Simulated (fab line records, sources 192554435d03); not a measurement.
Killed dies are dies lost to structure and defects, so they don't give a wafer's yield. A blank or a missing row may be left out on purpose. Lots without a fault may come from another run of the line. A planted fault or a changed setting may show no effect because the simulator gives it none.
Chamber matching | flow n5_finfet | N5_GATE_CUT_SAC_CAP_01 on ald_sin-02: 4 sister chambers
The step material SiNx, target thk 24 nm, pulse time 1 s, ald cycles 480. 8 wafers are shown with their chamber, then 10 later ones without.

WAFERS WITH THEIR CHAMBER
wafer  | chamber | heater_power_w (W) | precursor_pulse_height_rel
L077.5 | 0       | 915                | 1.018
L078.1 | 0       | 890                | 0.999
L078.5 | 1       | 824                | 0.998
L081.1 | 1       | 833                | 1.006
L081.2 | 3       | 914                | 1.019
L081.3 | 2       | 847                | 1.023
L084.1 | 2       | 835                | 0.990
L084.3 | 3       | 931                | 1.018

WAFERS WITHOUT THEIR CHAMBER
wafer  | heater_power_w (W) | precursor_pulse_height_rel
L084.6 | 910                | 1.004
L085.2 | 909                | 0.991
L085.5 | 831                | 1.032
L085.6 | 893                | 0.998
L095.1 | 962                | 0.994
L095.2 | 886                | 0.987
L095.3 | 818                | 1.004
L096.1 | 946                | 1.028
L096.3 | 822                | 0.999
L096.4 | 738                | 1.022

WHICH CHAMBER EACH WENT THROUGH
wafer  | from the rows above          | in truth
L084.6 | can't be placed: 0 or 3      | 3
L085.2 | can't be placed: 0 or 3      | 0
L085.5 | can't be placed: 2 or 1      | 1
L085.6 | can't be placed: 0 or 3      | 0
L095.1 | can't be placed: 3 or 0      | 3
L095.2 | can't be placed: 0 or 3 or 2 | 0
L095.3 | can't be placed: 1 or 2      | 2
L096.1 | can't be placed: 3 or 0      | 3
L096.3 | can't be placed: 1 or 2      | 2
L096.4 | can't be placed: 1 or 2      | 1
Placed correctly: 0 of 10. Can't be placed from these rows: 10 (the true chamber is among the candidates in 10). Placed wrongly: 0.
How it was worked out, from the rows above alone: a wafer's distance from a chamber is the root of the sum, over the readings, of the square of ((its reading less the chamber's mean) divided by the reading's scatter). The wafer belongs to the nearest chamber; if the next one is less than 2 further off, it can't be placed. A chamber's mean is the mean of its shown wafers. The scatter: the root of (the sum of the squares of (reading less its chamber's mean) over the shown wafers, divided by (wafers less chambers)).
